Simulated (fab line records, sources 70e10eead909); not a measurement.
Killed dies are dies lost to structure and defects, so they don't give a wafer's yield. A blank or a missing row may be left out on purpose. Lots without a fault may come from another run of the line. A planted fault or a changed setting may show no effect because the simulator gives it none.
Which tool did it? | flow nand_harc | 14 lots, 42 wafers sampled, at 5 steps of a route of 1302

WHAT THE GAUGES READ, wafer by wafer
NHARC_END_SORT_01. Usual: killed_at_array 53, standard deviation 20; killed_at_other 1, standard deviation 1.2; killed_at_periphery 3.7, standard deviation 2.6; killed_dies 58, standard deviation 20; killed_open 3.5, standard deviation 1.8; killed_short 2.4, standard deviation 1.7.
lot  | measured     | on        | killed_at_array | killed_at_other | killed_at_periphery | killed_dies | killed_open | killed_short | flag
L468 | day 24 04:37 | prober-02 | 24 18 15        | 0 1 0           | 5 7 5               | 29 26 20    | 5 2 3       | 3 3 3        |
L474 | day 26 22:41 | prober-02 | 32 26 25        | 3 0 1           | 1 2 5               | 36 28 31    | 6 3 3       | 1 3 2        |
L475 | day 27 22:25 | prober-01 | 58 49 38        | 1 1 2           | 12 7 4              | 71 57 44    | 8 7 4       | 5 1 3        |
L476 | day 27 22:27 | prober-02 | 76 73 82        | 1 0 0           | 3 1 4               | 80 74 86    | 3 3 7       | 6 4 3        |
L478 | day 28 06:58 | prober-02 | 59 53 61        | 1 1 4           | 3 7 3               | 63 61 68    | 4 1 2       | 0 0 3        |
L483 | day 30 01:25 | prober-02 | 670 63 671      | 3 3 1           | 4 3 5               | 677 69 677  | 6 7 4       | 3 6 3        | OFF
L485 | day 31 05:44 | prober-01 | 677 75 673      | 0 0 1           | 0 1 3               | 677 76 677  | 1 1 7       | 3 1 2        | OFF

WHICH TOOL RAN EACH LOT (tool, then ch and the chambers of the sampled wafers, then the start)
lot  | NHARC_A_STAIRCASE_DEP_325       | NHARC_A_M1_ANNEAL_31             | NHARC_A_M1_PRE_CLEAN_32         | NHARC_THIN_TSV_PRE_CLEAN_50
L468 | pecvd-03 ch 0,1, day 18 11:07   | rtp_anneal-01 ch 0, day 22 22:13 | pecvd-01 ch 0,1,2, day 22 23:04 | pvd_sputter-01, day 24 04:37 or earlier
L469 | pecvd-04 ch 1,2, day 18 11:13   | rtp_anneal-01 ch 0, day 23 01:40 | pecvd-01 ch 0,2, day 23 02:31   | pvd_sputter-02, no start
L470 | pecvd-03 ch 0,1, day 18 21:42   | rtp_anneal-01 ch 0, day 23 12:04 | pecvd-03 ch 0,2, day 23 12:52   | pvd_sputter-03, no start
L471 | pecvd-03 ch 0,2, day 20 03:19   | rtp_anneal-02 ch 0, day 24 16:26 | pecvd-03 ch 0,1,2, day 24 17:18 | pvd_sputter-03, no start
L472 | pecvd-01 ch 0,1, day 20 03:19   | rtp_anneal-01 ch 0, day 24 23:16 | pecvd-01 ch 0,1,2, day 25 00:05 | pvd_sputter-03, no start
L474 | pecvd-01 ch 0,1,2, day 20 23:56 | rtp_anneal-01 ch 0, day 25 12:07 | pecvd-03 ch 0,2, day 25 12:55   | pvd_sputter-01, day 26 22:41 or earlier
L475 | pecvd-03 ch 1,2, day 22 00:01   | rtp_anneal-02 ch 0, day 26 11:31 | pecvd-01 ch 1,2, day 26 12:21   | pvd_sputter-01, day 27 22:25 or earlier
L476 | pecvd-04 ch 0,1, day 22 00:07   | rtp_anneal-02 ch 0, day 26 10:53 | pecvd-04 ch 1,2, day 26 11:44   | pvd_sputter-03, day 27 22:27 or earlier
L478 | pecvd-01 ch 0,1,2, day 22 07:17 | rtp_anneal-02 ch 0, day 26 15:46 | pecvd-04 ch 0,1, day 26 16:34   | pvd_sputter-03, day 28 06:58 or earlier
L479 | pecvd-04 ch 0,1,2, day 23 05:04 | rtp_anneal-01 ch 0, day 27 19:34 | pecvd-03 ch 0,1, day 27 20:25   | pvd_sputter-03, no start
L483 | pecvd-01 ch 0,2, day 24 07:31   | rtp_anneal-02 ch 0, day 28 15:49 | pecvd-03 ch 2, day 28 16:36     | pvd_sputter-03, day 30 01:25 or earlier
L484 | pecvd-04 ch 0,1,2, day 25 07:23 | rtp_anneal-01 ch 0, day 29 16:19 | pecvd-04 ch 0,1,2, day 29 17:05 | pvd_sputter-02, no start
L485 | pecvd-01 ch 0,1, day 25 13:02   | rtp_anneal-01 ch 0, day 29 19:46 | pecvd-04 ch 0, day 29 20:33     | pvd_sputter-02, day 31 05:44 or earlier
L490 | pecvd-03 ch 0,1, day 27 12:25   | rtp_anneal-01 ch 0, day 32 02:45 | pecvd-04 ch 0,2, day 32 03:38   | pvd_sputter-02, no start
- NHARC_A_STAIRCASE_DEP_325: deposits SiO2, target thk 7200 nm.
- NHARC_A_M1_ANNEAL_31: time 90 s.
- NHARC_A_M1_PRE_CLEAN_32: time 12 s.
- NHARC_THIN_TSV_PRE_CLEAN_50: time 30 s.

WHAT THE TOOLS THEMSELVES READ (means of the sampled wafers that have a number; where no wafer has one, the mark that the record gives instead)
NHARC_A_STAIRCASE_DEP_325. Usual: heater_power_w 689 W, standard deviation 100.
lot  | tool     | heater_power_w (W) | flag
L468 | pecvd-03 | 743                |
L469 | pecvd-04 | 865                |
L470 | pecvd-03 | 606                |
L471 | pecvd-03 | 586                |
L472 | pecvd-01 | 654                |
L474 | pecvd-01 | 673                |
L475 | pecvd-03 | 739                |
L476 | pecvd-04 | 628                |
L478 | pecvd-01 | 665                |
L479 | pecvd-04 | 762                |
L483 | pecvd-01 | 638                |
L484 | pecvd-04 | 707                |
L485 | pecvd-01 | 634                |
L490 | pecvd-03 | 585                |

NHARC_A_M1_ANNEAL_31. Usual: wafer_temp_C_max 225.9, standard deviation 0.35.
lot  | tool          | wafer_temp_C_max | flag
L468 | rtp_anneal-01 | 225.6            |
L469 | rtp_anneal-01 | 225.5            |
L470 | rtp_anneal-01 | 225.6            |
L471 | rtp_anneal-02 | 226.3            |
L472 | rtp_anneal-01 | 225.6            |
L474 | rtp_anneal-01 | 225.6            |
L475 | rtp_anneal-02 | 226.6            |
L476 | rtp_anneal-02 | 226.3            |
L478 | rtp_anneal-02 | 226.3            |
L479 | rtp_anneal-01 | 225.7            |
L483 | rtp_anneal-02 | 226.3            |
L484 | rtp_anneal-01 | 225.7            |
L485 | rtp_anneal-01 | 225.6            |
L490 | rtp_anneal-01 | 225.5            |

NHARC_A_M1_PRE_CLEAN_32. Usual: heater_power_w 674 W, standard deviation 88.
lot  | tool     | heater_power_w (W) | flag
L468 | pecvd-01 | 670                |
L469 | pecvd-01 | 666                |
L470 | pecvd-03 | 587                |
L471 | pecvd-03 | 654                |
L472 | pecvd-01 | 654                |
L474 | pecvd-03 | 566                |
L475 | pecvd-01 | 708                |
L476 | pecvd-04 | 757                |
L478 | pecvd-04 | 617                |
L479 | pecvd-03 | 688                |
L483 | pecvd-03 | 669                |
L484 | pecvd-04 | 690                |
L485 | pecvd-04 | 648                |
L490 | pecvd-04 | 678                |

NHARC_THIN_TSV_PRE_CLEAN_50. Usual: heater_power_w 402 W, standard deviation 39.
lot  | tool           | heater_power_w (W) | flag
L468 | pvd_sputter-01 | 369                |
L469 | pvd_sputter-02 | 388                |
L470 | pvd_sputter-03 | 411                |
L471 | pvd_sputter-03 | 381                |
L472 | pvd_sputter-03 | 433                |
L474 | pvd_sputter-01 | 384                |
L475 | pvd_sputter-01 | 411                |
L476 | pvd_sputter-03 | 440                |
L478 | pvd_sputter-03 | 420                |
L479 | pvd_sputter-03 | 401                |
L483 | pvd_sputter-03 | 494                |
L484 | pvd_sputter-02 | 374                |
L485 | pvd_sputter-02 | 397                |
L490 | pvd_sputter-02 | 377                |

THE ANSWER, worked out from the rows above alone
Rule: a lot is off if the mean of its wafers that have a number lies more than 3 standard deviations from the usual mean. A lot without any number at a reading at which 4 lots or more have one is off too. The other lots that the step has rows for count as sound. The gauges are gone through in route order, then the tools' own readings, and for those a lot's mean is taken as printed above. The first step at which some lot is off is used, and at that step the reading that is off furthest; a lot without a number counts as furthest.
Off: L483, L485, at NHARC_END_SORT_01 (killed_at_array). Neither off nor sound, because the step has no rows for them: L469, L470, L471, L472, L479, L484, L490.
A tool fits if, at a process step before that reading, it ran every lot that is off, and no sound lot after the first of them. The gauges at NHARC_END_SORT_01 are tried like those tools. NHARC_THIN_TSV_PRE_CLEAN_50 gives no start for some lots, so the hours and the order of its lots are those of NHARC_END_SORT_01. One fits: pecvd-01 at NHARC_A_STAIRCASE_DEP_325. Its last sound lot is L478 (day 22 07:17), its first lot that is off L483 (day 24 07:31): a fault that began between those two fits.

WHAT THE SIMULATOR HAD PUT IN
Process parameter drift: pecvd-01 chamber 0, from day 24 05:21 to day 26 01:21, at NHARC_A_STAIRCASE_DEP_325. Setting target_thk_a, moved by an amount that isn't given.
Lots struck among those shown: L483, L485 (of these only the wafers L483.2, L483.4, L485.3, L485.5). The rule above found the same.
